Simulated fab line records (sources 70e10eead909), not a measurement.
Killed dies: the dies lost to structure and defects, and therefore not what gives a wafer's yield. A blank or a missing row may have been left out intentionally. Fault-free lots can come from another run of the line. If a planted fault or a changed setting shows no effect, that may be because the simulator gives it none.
fab line records	flow nand-harc
[record] lots = 24	wafers = 72	last-day = 33
route steps=1302 shown A_CONTACT@1083 A_BLC@1126 A_M0@1151
lots that met no fault: from a run of the same line without faults
start-h: start of the lot's first displayed wafer, in hours after the record's first day	wait-h: how many hours have passed since the lot's step before this one	" repeats the value in the row above	L1.1+2: a single row standing in for several wafers	- either no value or no given start	* or withheld: withheld	< > ~ a bound
route shown NAME@n: a module of which the file shows steps, and the number in the route of the first	usual: mean/standard deviation of fault-free wafers	same: alike in all rows	chamber/n: place in a boat	sites: readings site by site	_std_site: standard deviation across them	_edge_site: outer sites' mean less inner sites'	radius-mm: how far each site lies from the wafer's centre	mask NAME#n: copy n	behind: the last tool/chamber to shape the wafer	hold: cause of the lot's hold/its duration in hours/its outcome	device: which transistor (n, p or np) failed to switch	end of line: tests run on the same wafers once the route is complete	for a step that has no rows: nothing shown but its recipe	killed: dies lost to structure and defects at the first sort, not the wafer's yield	map: a wafer's dies, marking killed ones x, the rest . and places with no die _
set.NAME: the run value of the setting; set.NAME@STEP: its run value at that earlier step	model.NAME: the simulator's own value behind a step, which no gauge read
a sample of lots followed through the steps of the route, with each step as a table and each wafer as a row
services: a tool's chamber out of use, with start hour (start-h, from the record's first day; less than 0 if before it), hours out, and reason
[[steps]]
[step NHARC_A_CONTACT_ETCH_89]
[recipe] target-depth-a = 2600	over-etch-frac = 0.3	time-s = 475.3	ion-energy-ev = 200	n2-flow-sccm = 150	h2-flow-sccm = 150	ar-flow-sccm = 0	rf-w = 400	bias-w = 150	chemistry = N2/H2
[usual] drypump-motor-current-A = 5.8/0.52	oes-product-au = 1.002/0.011	rf-vpp-V = 429.5/3	showerhead-plenum-p-Torr = 2.01/0.11	throttle-valve-pct = 14.171/0.01
[same] over-etch-frac = 0.3
lot.wafer	tool	chamber	start-h	wait-h	drypump-motor-current-A	oes-product-au	rf-hours-counter-h	rf-vpp-V	showerhead-plenum-p-Torr	throttle-valve-pct
L074.3	rie-diel-13	3	-	-	5.2	1.013	25	427.9	1.93	14.167
L074.2	"	0	"	"	6.5	0.981	27	433.7	2.17	14.175
L074.5	"	0	"	"	6.6	0.997	-	435.4	2.17	14.177
L075.3	rie-diel-13	2	-	-	5.9	1.008	27	426.3	1.92	14.180
L075.2	"	3	"	"	5.2	1.019	25	426.8	1.93	14.168
L075.5	"	1	"	"	5.2	1.003	-	426.9	1.90	14.174
L076.3	rie-diel-10	0	-	-	6.3	1.005	31	429.5	2.00	14.170
L076.5	"	1	"	"	6.1	0.999	-	429.4	1.97	14.184
L076.6	"	2	"	"	5.5	1.015	-	434.5	2.21	14.182
L077.2	rie-diel-13	3	-	-	5.2	1.006	5	427.2	1.93	14.195
L077.4	"	2	"	"	5.9	1.004	5	428.9	1.92	14.168
L077.6	"	0	"	"	6.5	1.010	-	434.0	2.17	14.144
L079.2	rie-diel-13	0	-	-	6.5	1.014	5	433.8	2.17	14.168
L079.5	"	1	"	"	5.1	0.983	-	427.3	1.90	14.179
L079.6	"	2	"	"	5.9	1.002	-	426.8	1.92	14.175
L078.4	rie-diel-13	3	-	-	5.2	0.992	6	427.6	1.93	14.184
L078.3	"	1	"	"	5.2	0.987	6	426.7	1.90	14.172
L078.5	"	0	"	"	6.5	0.999	-	434.2	2.17	14.159
L080.4	rie-diel-10	1	-	-	6.1	1.000	50	426.8	1.96	14.163
L080.3	"	3	"	"	6.2	1.002	44	431.4	2.05	14.177
L080.6	"	2	"	"	5.5	1.012	-	434.0	2.20	14.169
L082.4	rie-diel-13	1	-	-	5.1	0.989	12	426.6	1.90	14.177
L082.2	"	0	"	"	6.5	1.005	12	432.8	2.17	14.150
L082.5	"	1	"	"	5.1	0.995	-	426.1	1.90	14.162
L081.4	rie-diel-13	3	-	-	5.2	0.995	13	427.3	1.93	14.178
L081.2	"	0	"	"	6.5	1.012	13	432.4	2.17	14.188
L081.6	"	2	"	"	5.9	0.998	-	427.8	1.92	14.170
L084.4	rie-diel-11	1	-	-	6.4	1.021	49	430.7	2.06	14.152
L084.3	"	2	"	"	5.6	1.009	46	428.7	1.93	14.169
L084.6	"	0	"	"	5.3	1.019	-	433.1	2.15	14.148
L083.2	rie-diel-13	1	-	-	5.2	0.994	14	426.0	1.89	14.151
L083.3	"	2	"	"	5.9	0.997	14	427.0	1.92	14.168
L083.4	"	3	"	"	5.2	0.994	14	427.8	1.93	14.148
L085.2	rie-diel-11	3	-	-	6.3	1.013	1	433.3	2.08	14.177
L085.3	"	0	"	"	5.3	1.014	1	431.9	2.15	14.170
L085.5	"	3	"	"	6.3	1.004	-	430.5	2.08	14.159
L086.4	rie-diel-13	0	-	-	6.5	0.999	18	433.8	2.16	14.183
L086.5	"	2	"	"	5.9	0.998	-	428.5	1.92	14.182
L086.6	"	3	"	"	5.1	0.996	-	425.7	1.92	14.156
L088.2	rie-diel-11	2	-	-	5.6	1.026	6	426.7	1.93	14.182
L088.3	"	3	"	"	6.3	1.020	6	430.7	2.07	14.169
L088.6	"	2	"	"	5.6	1.024	-	427.2	1.93	14.154
L087.4	rie-diel-13	2	-	-	5.9	0.990	22	426.8	1.92	14.186
L087.3	"	3	"	"	5.1	1.006	23	427.6	1.92	14.160
L087.6	"	2	"	"	5.9	0.985	-	427.3	1.92	14.159
L089.2	rie-diel-13	2	-	-	5.9	0.986	23	426.9	1.92	14.177
L089.4	"	3	"	"	5.2	1.002	23	427.3	1.92	14.175
L089.3	"	1	"	"	5.1	0.994	21	427.2	1.89	14.171
L090.4	rie-diel-11	3	-	-	6.3	1.028	19	430.5	2.07	14.156
L090.5	"	3	"	"	6.3	1.022	-	432.8	2.07	14.170
L090.6	"	0	"	"	5.3	1.026	-	434.5	2.14	14.173
L091.3	rie-diel-10	1	-	-	6.1	0.989	22	428.5	1.95	14.179
L091.4	"	3	"	"	6.1	1.005	20	431.6	2.04	14.169
L091.5	"	1	"	"	6.1	0.988	-	428.7	1.95	14.183
L093.1	rie-diel-11	1	-	-	6.4	1.006	22	429.9	2.05	14.173
L093.6	"	2	"	"	5.6	1.014	-	428.1	1.92	14.162
L093.5	"	3	"	"	6.3	1.025	-	430.9	2.07	14.158
L092.4	rie-diel-13	1	-	-	5.1	0.986	25	425.8	1.89	14.182
L092.3	"	0	"	"	6.5	1.002	25	432.2	2.16	14.168
L092.5	"	1	"	"	5.2	0.991	-	427.5	1.89	14.183
L094.3	rie-diel-10	3	-	-	6.2	0.992	30	430.3	2.04	14.166
L094.1	"	1	"	"	6.1	1.000	34	427.9	1.95	14.178
L094.6	"	3	"	"	6.2	1.002	-	430.7	2.04	14.181
L095.4	rie-diel-10	3	-	-	6.2	1.004	35	430.2	2.03	14.172
L095.1	"	0	"	"	6.3	0.998	38	429.5	1.98	14.172
L095.5	"	3	"	"	6.2	1.009	-	430.8	2.03	14.191
L097.3	rie-diel-13	0	-	-	6.5	1.015	4	434.0	2.16	14.182
L097.1	"	1	"	"	5.2	0.998	4	426.3	1.89	14.181
L097.5	"	0	"	"	6.5	1.003	-	433.2	2.16	14.170
L096.4	rie-diel-13	3	-	-	5.2	1.001	4	426.9	1.92	14.179
L096.2	"	2	"	"	5.9	0.985	4	427.2	1.91	14.178
L096.5	"	0	"	"	6.5	1.007	-	433.5	2.16	14.173
[step NHARC_A_CONTACT_ETCH_135]
[recipe] source-w = withheld	pressure-mtorr = 20	bias-v = 1200	time-s = 311	target-depth-a = 19120	ar-flow-sccm = withheld	c4f8-flow-sccm = withheld	o2-flow-sccm = withheld	chemistry = C4F8/O2/Ar
lot.wafer	tool	chamber	start-h	wait-h	rf-hours-counter-h
L074.2	har-cap-etch-02	1	511.33	0.2	83
L074.3	"	0	"	"	-
L074.5	"	0	"	"	-
L075.2	har-cap-etch-03	1	514.25	0.2	44
L075.3	"	1	"	"	-
L075.5	"	1	"	"	-
L076.3	har-cap-etch-01	0	525.00	0.2	-
L076.5	"	1	"	"	-
L076.6	"	0	"	"	-
L077.2	har-cap-etch-02	0	551.86	0.2	90
L077.4	"	0	"	"	-
L077.6	"	0	"	"	-
L079.2	har-cap-etch-01	1	555.66	0.2	6
L079.6	"	1	"	"	-
L079.5	"	0	"	"	-
L078.3	har-cap-etch-02	1	560.62	0.2	-
L078.4	"	0	"	"	-
L078.5	"	1	"	"	-
L080.3	har-cap-etch-01	0	573.45	0.2	-
L080.4	"	1	"	"	-
L080.6	"	1	"	"	-
L082.2	har-cap-etch-01	1	594.97	0.2	12
L082.4	"	1	"	"	-
L082.5	"	0	"	"	-
L081.2	har-cap-etch-03	1	596.40	0.2	60
L081.4	"	0	"	"	-
L081.6	"	1	"	"	-
L084.3	har-cap-etch-02	0	600.55	0.2	-
L084.4	"	1	"	"	-
L084.6	"	0	"	"	-
L083.2	har-cap-etch-01	0	601.83	0.2	14
L083.4	"	0	"	"	-
L083.3	"	1	"	"	-
L085.2	har-cap-etch-03	1	628.15	0.2	65
L085.3	"	1	"	"	-
L085.5	"	0	"	"	-
L086.4	har-cap-etch-03	0	629.98	0.2	-
L086.5	"	0	"	"	-
L086.6	"	1	"	"	-
L088.2	har-cap-etch-01	1	645.10	0.2	21
L088.3	"	1	"	"	-
L088.6	"	1	"	"	-
L087.3	har-cap-etch-03	0	646.64	0.2	-
L087.4	"	1	"	"	-
L087.6	"	1	"	"	-
L089.2	har-cap-etch-02	0	647.87	0.2	108
L089.4	"	1	"	"	-
L089.3	"	0	"	"	-
L090.4	har-cap-etch-02	1	672.37	0.2	-
L090.5	"	1	"	"	-
L090.6	"	0	"	"	-
L091.3	har-cap-etch-02	0	676.64	0.2	-
L091.4	"	1	"	"	-
L091.5	"	0	"	"	-
L093.1	har-cap-etch-03	0	688.68	0.2	77
L093.6	"	1	"	"	-
L093.5	"	0	"	"	-
L092.4	har-cap-etch-02	1	692.26	0.2	-
L092.3	"	0	"	"	-
L092.5	"	1	"	"	-
L094.1	har-cap-etch-02	0	705.25	0.2	117
L094.3	"	0	"	"	-
L094.6	"	0	"	"	-
L095.1	har-cap-etch-01	0	719.27	0.2	37
L095.4	"	0	"	"	-
L095.5	"	0	"	"	-
L097.1	har-cap-etch-02	1	725.30	0.2	122
L097.3	"	1	"	"	-
L097.5	"	1	"	"	-
L096.2	har-cap-etch-01	1	731.43	0.2	38
L096.4	"	1	"	"	-
L096.5	"	1	"	"	-
[step NHARC_A_CONTACT_ETCH_136]
[recipe] source-w = withheld	pressure-mtorr = 20	bias-v = 1200	time-s = 311	target-depth-a = 19120	ar-flow-sccm = withheld	c4f8-flow-sccm = withheld	o2-flow-sccm = withheld	chemistry = C4F8/O2/Ar
lot.wafer	tool	chamber	start-h	wait-h	rf-hours-counter-h
L074.2	har-cap-etch-02	1	511.60	0.2	83
L074.3	"	0	"	"	-
L074.5	"	0	"	"	-
L075.2	har-cap-etch-03	1	514.53	0.2	44
L075.3	"	1	"	"	-
L075.5	"	1	"	"	-
L076.3	har-cap-etch-01	0	525.28	0.2	-
L076.5	"	1	"	"	-
L076.6	"	0	"	"	-
L077.2	har-cap-etch-02	0	552.13	0.2	90
L077.4	"	0	"	"	-
L077.6	"	0	"	"	-
L079.2	har-cap-etch-01	1	555.93	0.2	6
L079.6	"	1	"	"	-
L079.5	"	0	"	"	-
L078.3	har-cap-etch-02	1	560.89	0.2	-
L078.4	"	0	"	"	-
L078.5	"	1	"	"	-
L080.3	har-cap-etch-01	0	573.72	0.2	-
L080.4	"	1	"	"	-
L080.6	"	1	"	"	-
L082.2	har-cap-etch-01	1	595.24	0.2	13
L082.4	"	1	"	"	-
L082.5	"	0	"	"	-
L081.2	har-cap-etch-03	1	596.67	0.2	60
L081.4	"	0	"	"	-
L081.6	"	1	"	"	-
L084.3	har-cap-etch-02	0	600.82	0.2	-
L084.4	"	1	"	"	-
L084.6	"	0	"	"	-
L083.2	har-cap-etch-01	0	602.10	0.2	14
L083.4	"	0	"	"	-
L083.3	"	1	"	"	-
L085.2	har-cap-etch-03	1	628.51	0.3	65
L085.3	"	1	"	"	-
L085.5	"	0	"	"	-
L086.4	har-cap-etch-03	0	630.25	0.2	-
L086.5	"	0	"	"	-
L086.6	"	1	"	"	-
L088.2	har-cap-etch-01	1	645.37	0.2	21
L088.3	"	1	"	"	-
L088.6	"	1	"	"	-
L087.3	har-cap-etch-03	0	646.90	0.2	-
L087.4	"	1	"	"	-
L087.6	"	1	"	"	-
L089.2	har-cap-etch-02	0	648.14	0.2	109
L089.4	"	1	"	"	-
L089.3	"	0	"	"	-
L090.4	har-cap-etch-02	1	672.64	0.2	-
L090.5	"	1	"	"	-
L090.6	"	0	"	"	-
L091.3	har-cap-etch-02	0	676.91	0.2	-
L091.4	"	1	"	"	-
L091.5	"	0	"	"	-
L093.1	har-cap-etch-03	0	688.95	0.2	77
L093.6	"	1	"	"	-
L093.5	"	0	"	"	-
L092.4	har-cap-etch-02	1	692.53	0.2	-
L092.3	"	0	"	"	-
L092.5	"	1	"	"	-
L094.1	har-cap-etch-02	0	705.52	0.2	117
L094.3	"	0	"	"	-
L094.6	"	0	"	"	-
L095.1	har-cap-etch-01	0	719.54	0.2	37
L095.4	"	0	"	"	-
L095.5	"	0	"	"	-
L097.1	har-cap-etch-02	1	725.67	0.3	122
L097.3	"	1	"	"	-
L097.5	"	1	"	"	-
L096.2	har-cap-etch-01	1	731.70	0.2	39
L096.4	"	1	"	"	-
L096.5	"	1	"	"	-
[step NHARC_A_BLC_STRIP_21]
[recipe] o2-flow-sccm = 500	ar-flow-sccm = 0	bias-w = 0	chemistry = O2
[usual] drypump-motor-current-A = 5.8/0.37	oes-product-au = 0.999/0.0092	rf-vpp-V = 57.6/0.84	showerhead-plenum-p-Torr = 3.44/0.13	throttle-valve-pct = 17.036/0.0096
lot.wafer	tool	chamber	start-h	wait-h	drypump-motor-current-A	oes-product-au	rf-hours-counter-h	rf-vpp-V	showerhead-plenum-p-Torr	throttle-valve-pct
L074.2	rie-diel-03	3	517.49	0.1	6.5	0.989	5	60.2	3.60	17.026
L074.3	"	1	"	"	5.4	1.005	5	57.9	3.73	17.036
L074.5	"	3	"	"	6.4	0.995	-	58.5	3.60	17.043
L075.2	rie-diel-12	3	520.50	0.1	5.6	1.022	4	57.4	3.50	17.045
L075.3	"	0	"	"	6.2	0.994	4	57.7	3.44	17.054
L075.5	"	0	"	"	6.2	0.994	-	58.1	3.44	17.043
L076.3	rie-diel-03	0	531.02	0.1	5.4	0.994	6	57.3	3.28	17.044
L076.6	"	2	"	"	5.5	0.989	-	56.6	3.42	17.048
L076.5	"	3	"	"	6.4	0.995	-	57.7	3.60	17.036
L077.2	rie-diel-03	2	559.01	0.1	5.5	0.985	9	58.0	3.41	17.042
L077.4	"	1	"	"	5.4	1.008	9	58.2	3.73	17.041
L077.6	"	2	"	"	5.5	0.985	-	56.9	3.41	17.023
L079.2	rie-diel-12	1	561.84	0.1	5.6	0.990	6	57.1	3.30	17.050
L079.6	"	0	"	"	6.2	0.989	-	56.9	3.44	17.044
L079.5	"	1	"	"	5.6	1.001	-	56.3	3.30	17.034
L078.3	rie-diel-03	0	566.59	0.1	5.4	0.993	7	56.9	3.28	17.032
L078.4	"	2	"	"	5.6	0.990	9	57.3	3.41	17.029
L078.5	"	3	"	"	6.5	0.994	-	57.7	3.60	17.042
L080.4	rie-diel-12	3	579.42	0.1	5.6	1.021	8	57.4	3.50	17.049
L080.3	"	0	"	"	6.1	1.007	7	58.4	3.44	17.028
L080.6	"	3	"	"	5.6	1.013	-	57.6	3.50	17.046
L082.2	rie-diel-03	1	601.15	0.1	5.5	1.004	13	57.3	3.73	17.045
L082.4	"	2	"	"	5.6	0.994	13	57.7	3.41	17.029
L082.5	"	1	"	"	5.5	1.013	-	59.9	3.73	17.030
L081.2	rie-diel-07	2	602.50	0.1	5.8	0.995	39	57.9	3.28	17.048
L081.4	"	0	"	"	5.1	0.995	40	58.2	3.43	17.023
L081.6	"	1	"	"	6.3	1.006	-	58.1	3.51	17.048
L084.4	rie-diel-12	3	606.90	0.1	5.6	1.007	9	56.6	3.50	17.027
L084.3	"	1	"	"	5.6	1.000	8	56.6	3.30	17.030
L084.6	"	3	"	"	5.6	1.010	-	58.6	3.50	17.026
L083.3	rie-diel-12	3	608.00	0.1	5.6	1.021	9	58.6	3.50	17.022
L083.4	"	1	"	"	5.6	1.004	8	56.9	3.30	17.058
L083.2	"	2	"	"	5.6	0.992	9	56.8	3.33	17.025
L085.2	rie-diel-07	0	634.59	0.1	5.1	1.004	52	58.4	3.42	17.029
L085.3	"	1	"	"	6.3	1.002	44	56.9	3.50	17.030
L085.5	"	3	"	"	6.0	1.005	-	57.6	3.43	17.044
L086.4	rie-diel-12	1	636.07	0.1	5.6	0.992	1	57.0	3.30	17.046
L086.5	"	0	"	"	6.1	0.999	-	58.2	3.44	17.025
L086.6	"	1	"	"	5.6	0.991	-	57.8	3.30	17.054
L087.4	rie-diel-12	2	652.68	0.1	5.6	1.007	2	57.4	3.33	17.026
L087.3	"	0	"	"	6.2	1.019	2	56.7	3.44	17.059
L087.6	"	3	"	"	5.6	1.003	-	58.3	3.50	17.045
L088.3	rie-diel-12	2	652.92	0.1	5.6	1.007	2	57.7	3.33	17.035
L088.2	"	3	"	"	5.6	1.001	2	58.0	3.50	17.047
L088.6	"	2	"	"	5.6	1.005	-	55.4	3.33	17.019
L089.3	rie-diel-12	3	653.85	0.1	5.6	0.991	2	57.8	3.50	17.034
L089.4	"	1	"	"	5.6	1.001	2	56.6	3.30	17.040
L089.2	"	2	"	"	5.6	1.000	2	56.2	3.33	17.047
L090.4	rie-diel-03	2	678.54	0.1	5.5	0.999	3	56.6	3.41	17.025
L090.5	"	1	"	"	5.5	1.000	-	58.4	3.73	17.019
L090.6	"	2	"	"	5.6	0.983	-	57.9	3.41	17.031
L091.4	rie-diel-03	1	682.90	0.1	5.4	1.002	3	58.2	3.73	17.028
L091.3	"	2	"	"	5.6	0.989	3	57.2	3.41	17.034
L091.5	"	0	"	"	5.4	0.997	-	57.8	3.28	17.036
L093.1	rie-diel-03	0	694.65	0.1	5.4	0.994	5	58.4	3.28	17.047
L093.6	"	1	"	"	5.4	0.991	-	58.6	3.73	17.033
L093.5	"	2	"	"	5.6	0.995	-	57.3	3.41	17.039
L092.3	rie-diel-12	2	698.31	0.1	5.6	0.996	5	58.3	3.32	17.045
L092.4	"	3	"	"	5.6	1.011	4	57.5	3.50	17.034
L092.5	"	0	"	"	6.2	1.022	-	56.6	3.44	17.024
L094.3	rie-diel-12	2	711.22	0.1	5.6	0.992	6	57.1	3.32	17.017
L094.1	"	3	"	"	5.6	1.002	5	58.2	3.50	17.049
L094.6	"	2	"	"	5.6	0.993	-	55.5	3.32	17.046
L095.4	rie-diel-07	2	725.44	0.1	5.7	0.985	16	56.0	3.80	17.034
L095.1	"	3	"	"	6.0	1.004	16	56.7	3.42	17.039
L095.5	"	0	"	"	5.1	1.008	-	58.3	3.41	17.048
L097.3	rie-diel-12	0	731.89	0.1	6.2	1.019	7	57.5	3.44	17.044
L097.1	"	2	"	"	5.6	0.993	7	57.5	3.32	17.040
L097.5	"	0	"	"	6.2	1.014	-	57.7	3.44	17.036
L096.2	rie-diel-07	2	737.54	0.1	5.8	0.994	19	58.6	3.80	17.038
L096.4	"	3	"	"	6.0	1.004	19	57.4	3.42	17.046
L096.5	"	1	"	"	6.3	0.990	-	56.4	3.49	17.023
[step NHARC_A_BLC_PVD_32]
[recipe] target-thk-a = 50	chamber-pressure-pa = 5	power-w = 5000	substrate-temp-c = 200	time-s = 17.7	material = Ti
[usual] throttle-valve-pct = 29.3/0.87
lot.wafer	tool	chamber	start-h	wait-h	throttle-valve-pct
L074.2	pvd-sputter-03	-	-	-	30.6
L074.3	"	-	"	"	28.7
L074.5	"	-	"	"	28.4
L075.2	pvd-sputter-03	-	-	-	28.7
L075.3	"	-	"	"	28.3
L075.5	"	-	"	"	28.8
L076.3	pvd-sputter-01	-	-	-	30.2
L076.6	"	-	"	"	28.2
L076.5	"	-	"	"	31.7
L077.4	pvd-sputter-01	-	-	-	28.6
L077.2	"	-	"	"	31.3
L077.6	"	-	"	"	30.3
L079.2	pvd-sputter-02	-	-	-	29.3
L079.5	"	-	"	"	28.7
L079.6	"	-	"	"	29.4
L078.3	pvd-sputter-02	-	-	-	28.9
L078.4	"	-	"	"	29.6
L078.5	"	-	"	"	30.4
L080.3	pvd-sputter-01	-	-	-	31.3
L080.4	"	-	"	"	30.2
L080.6	"	-	"	"	28.2
L082.4	pvd-sputter-03	-	-	-	28.3
L082.2	"	-	"	"	28.0
L082.5	"	-	"	"	28.0
L081.2	pvd-sputter-02	-	-	-	29.6
L081.4	"	-	"	"	30.7
L081.6	"	-	"	"	29.7
L084.3	pvd-sputter-01	-	-	-	29.8
L084.4	"	-	"	"	28.9
L084.6	"	-	"	"	28.6
L083.2	pvd-sputter-02	-	-	-	28.7
L083.4	"	-	"	"	29.7
L083.3	"	-	"	"	29.3
L085.2	pvd-sputter-01	-	-	-	29.5
L085.3	"	-	"	"	28.6
L085.5	"	-	"	"	29.4
L086.4	pvd-sputter-02	-	-	-	28.6
L086.5	"	-	"	"	29.2
L086.6	"	-	"	"	29.3
L087.3	pvd-sputter-03	-	-	-	31.0
L087.4	"	-	"	"	28.2
L087.6	"	-	"	"	31.1
L088.3	pvd-sputter-02	-	-	-	29.0
L088.2	"	-	"	"	29.4
L088.6	"	-	"	"	28.7
L089.2	pvd-sputter-02	-	-	-	28.7
L089.4	"	-	"	"	29.5
L089.3	"	-	"	"	28.7
L090.4	pvd-sputter-02	-	-	-	28.7
L090.5	"	-	"	"	28.9
L090.6	"	-	"	"	29.1
L091.3	pvd-sputter-02	-	-	-	29.3
L091.4	"	-	"	"	29.2
L091.5	"	-	"	"	28.6
L093.1	pvd-sputter-03	-	-	-	29.5
L093.5	"	-	"	"	28.5
L093.6	"	-	"	"	29.6
L092.3	pvd-sputter-01	-	-	-	28.6
L092.4	"	-	"	"	28.6
L092.5	"	-	"	"	28.6
L094.3	pvd-sputter-02	-	-	-	29.0
L094.1	"	-	"	"	29.2
L094.6	"	-	"	"	28.9
L095.4	pvd-sputter-01	-	-	-	31.0
L095.1	"	-	"	"	29.4
L095.5	"	-	"	"	28.8
L097.1	pvd-sputter-01	-	-	-	28.7
L097.3	"	-	"	"	29.5
L097.5	"	-	"	"	28.5
L096.4	pvd-sputter-02	-	-	-	29.2
L096.2	"	-	"	"	28.9
L096.5	"	-	"	"	29.3
[step NHARC_A_M0_ETCH_34]
[recipe] target-depth-a = 400	overetch-a = 120	time-s = 43.94	ion-energy-ev = 200	n2-flow-sccm = 150	h2-flow-sccm = 150	ar-flow-sccm = 0	rf-w = 400	bias-w = 150	chemistry = N2/H2
[usual] drypump-motor-current-A = 6.0/0.54	oes-product-au = 1.002/0.0096	rf-vpp-V = 430.7/2.5	showerhead-plenum-p-Torr = 2.05/0.087	throttle-valve-pct = 14.171/0.0083
lot.wafer	tool	chamber	start-h	wait-h	drypump-motor-current-A	oes-product-au	rf-hours-counter-h	rf-vpp-V	showerhead-plenum-p-Torr	throttle-valve-pct
L074.2	rie-diel-02	0	520.38	0.1	5.4	0.993	6.9	429.1	1.98	14.170
L074.3	"	1	"	"	6.3	0.995	6.8	429.2	1.97	14.173
L074.5	"	3	"	"	5.3	1.018	-	433.8	2.14	14.171
L075.2	rie-diel-08	2	523.94	0.5	5.4	0.979	7.1	434.3	2.19	14.166
L075.3	"	0	"	"	6.7	1.004	7.3	431.7	2.07	14.193
L075.5	"	2	"	"	5.4	0.983	-	434.7	2.19	14.184
L076.3	rie-diel-09	3	534.00	0.1	6.3	1.001	0.9	427.9	1.90	14.168
L076.6	"	2	"	"	6.2	1.005	-	427.3	1.90	14.151
L076.5	"	3	"	"	6.3	0.993	-	426.0	1.89	14.189
L077.4	rie-diel-08	0	562.57	0.1	6.7	1.012	0.6	430.7	2.07	14.164
L077.2	"	2	"	"	5.4	1.008	0.1	434.6	2.19	14.173
L077.6	"	0	"	"	6.7	1.011	-	432.3	2.07	14.182
L079.2	rie-diel-08	3	564.82	0.1	5.6	0.992	0.7	430.5	2.05	14.172
L079.5	"	3	"	"	5.6	0.993	-	430.6	2.05	14.176
L079.6	"	0	"	"	6.6	1.010	-	431.1	2.07	14.163
L078.4	rie-diel-02	0	569.55	0.1	5.4	0.988	10.5	428.8	1.98	14.159
L078.3	"	1	"	"	6.3	1.001	10.8	428.4	1.96	14.174
L078.5	"	0	"	"	5.4	0.996	-	428.5	1.98	14.170
L080.3	rie-diel-08	0	582.28	0.1	6.6	1.009	1.3	432.4	2.07	14.176
L080.4	"	1	"	"	6.6	1.010	1.3	432.8	2.09	14.168
L080.6	"	2	"	"	5.4	0.998	-	434.1	2.19	14.185
L082.2	rie-diel-08	2	604.13	0.1	5.4	1.000	1.4	433.2	2.19	14.188
L082.4	"	0	"	"	6.7	1.013	2.4	431.3	2.07	14.171
L082.5	"	1	"	"	6.5	1.009	-	432.8	2.09	14.167
L081.2	rie-diel-08	1	605.47	0.1	6.5	1.011	2.2	432.3	2.09	14.169
L081.4	"	2	"	"	5.4	0.991	1.4	433.5	2.19	14.165
L081.6	"	1	"	"	6.6	0.995	-	432.0	2.09	14.181
L084.3	rie-diel-08	3	609.83	0.1	5.6	0.984	2.8	430.5	2.05	14.183
L084.4	"	0	"	"	6.7	0.996	2.9	431.7	2.07	14.179
L084.6	"	3	"	"	5.6	0.990	-	430.2	2.05	14.168
L083.2	rie-diel-08	3	610.97	0.1	5.6	0.989	2.9	432.1	2.05	14.153
L083.4	"	0	"	"	6.7	1.004	2.9	428.9	2.07	14.169
L083.3	"	1	"	"	6.5	1.010	2.8	430.8	2.09	14.178
L085.3	rie-diel-08	0	637.82	0.1	6.7	1.009	5.1	429.9	2.07	14.163
L085.2	"	2	"	"	5.4	1.004	4.4	434.0	2.19	14.182
L085.5	"	1	"	"	6.5	0.999	-	431.5	2.09	14.178
L086.4	rie-diel-08	3	639.06	0.1	5.6	1.010	5.0	431.2	2.05	14.169
L086.5	"	2	"	"	5.4	1.014	-	433.9	2.19	14.176
L086.6	"	3	"	"	5.6	1.003	-	430.6	2.05	14.166
L087.3	rie-diel-02	3	655.66	0.1	5.3	1.017	5.3	433.6	2.14	14.170
L087.4	"	1	"	"	6.3	1.017	4.8	428.8	1.96	14.174
L087.6	"	2	"	"	5.4	0.996	-	425.4	1.88	14.155
L088.2	rie-diel-02	1	656.10	0.1	6.3	1.016	4.9	429.5	1.96	14.177
L088.3	"	2	"	"	5.5	0.992	4.4	425.8	1.88	14.168
L088.6	"	3	"	"	5.3	1.020	-	431.3	2.14	14.160
L089.3	rie-diel-08	0	657.40	0.1	6.7	1.013	6.2	431.5	2.07	14.179
L089.4	"	1	"	"	6.6	1.014	6.2	430.9	2.09	14.158
L089.2	"	2	"	"	5.4	1.008	5.5	433.5	2.19	14.149
L090.6	rie-diel-02	1	682.42	0.1	6.3	1.015	-	429.2	1.96	14.165
L090.5	"	2	"	"	5.5	0.996	-	426.9	1.88	14.181
L090.4	"	0	"	"	5.4	0.993	-	428.5	1.97	14.163
L091.4	rie-diel-08	3	685.84	0.1	5.6	0.989	7.4	431.2	2.05	14.172
L091.3	"	1	"	"	6.6	1.004	7.8	432.4	2.09	14.160
L091.5	"	3	"	"	5.6	0.999	-	429.5	2.05	14.169
L093.1	rie-diel-08	0	697.90	0.1	6.7	1.002	8.0	430.4	2.07	14.161
L093.6	"	0	"	"	6.7	1.000	-	430.8	2.07	14.170
L093.5	"	1	"	"	6.5	1.004	-	430.6	2.09	14.180
L092.3	rie-diel-09	0	701.25	0.1	5.5	1.016	1.5	428.8	2.00	14.176
L092.4	"	2	"	"	6.1	1.005	0.0	426.7	1.90	14.159
L092.5	"	1	"	"	6.3	0.995	-	434.1	2.15	14.179
L094.3	rie-diel-09	0	714.30	0.1	5.5	1.004	2.0	429.8	2.01	14.165
L094.1	"	1	"	"	6.4	1.001	1.8	433.8	2.15	14.168
L094.6	"	0	"	"	5.5	1.012	-	430.4	2.00	14.171
L095.1	rie-diel-02	0	729.07	0.7	5.4	0.989	10.1	428.2	1.97	14.164
L095.4	"	1	"	"	6.3	1.006	9.1	427.7	1.96	14.173
L095.5	"	3	"	"	5.3	1.008	-	431.8	2.14	14.180
L097.1	rie-diel-08	3	734.84	0.1	5.6	0.994	0.0	430.3	2.05	14.179
L097.3	"	1	"	"	6.5	0.994	0.1	430.7	2.09	14.173
L097.5	"	0	"	"	6.7	1.006	-	431.6	2.07	14.171
L096.2	rie-diel-08	3	740.62	0.1	5.6	0.999	0.5	428.9	2.05	14.176
L096.4	"	1	"	"	6.5	0.995	0.5	431.8	2.09	14.178
L096.5	"	3	"	"	5.6	1.017	-	429.6	2.05	14.169
[[services]]
tool	chamber	start-h	hours	kind
rie-diel-12	2	496.98	6.3	repair
har-cap-etch-01	-	498.78	17.0	pm
rie-diel-13	2	515.42	8.9	repair
rie-diel-13	-	519.50	9.0	pm
rie-diel-03	-	521.08	1.2	repair
pvd-sputter-02	-	533.43	6.7	repair
rie-diel-08	-	544.89	9.0	pm
har-cap-etch-03	-	551.01	1.0	repair
rie-diel-12	1	566.86	5.8	repair
pvd-sputter-02	-	572.80	15.3	repair
rie-diel-13	0	581.21	2.0	repair
rie-diel-12	-	596.48	1.3	repair
pvd-sputter-02	-	610.30	15.0	repair
rie-diel-12	-	622.40	9.0	pm
pvd-sputter-02	-	638.08	10.0	pm
rie-diel-13	2	656.08	23.4	repair
rie-diel-13	0	658.12	8.8	repair
rie-diel-13	-	661.48	13.2	repair
har-cap-etch-02	-	680.07	1.0	repair
rie-diel-13	-	681.11	1.4	repair
rie-diel-13	-	696.50	9.0	pm
rie-diel-12	0	701.74	1.2	repair
har-cap-etch-03	-	716.22	0.6	repair
rie-diel-08	-	721.89	9.0	pm
[[key]]
fault none
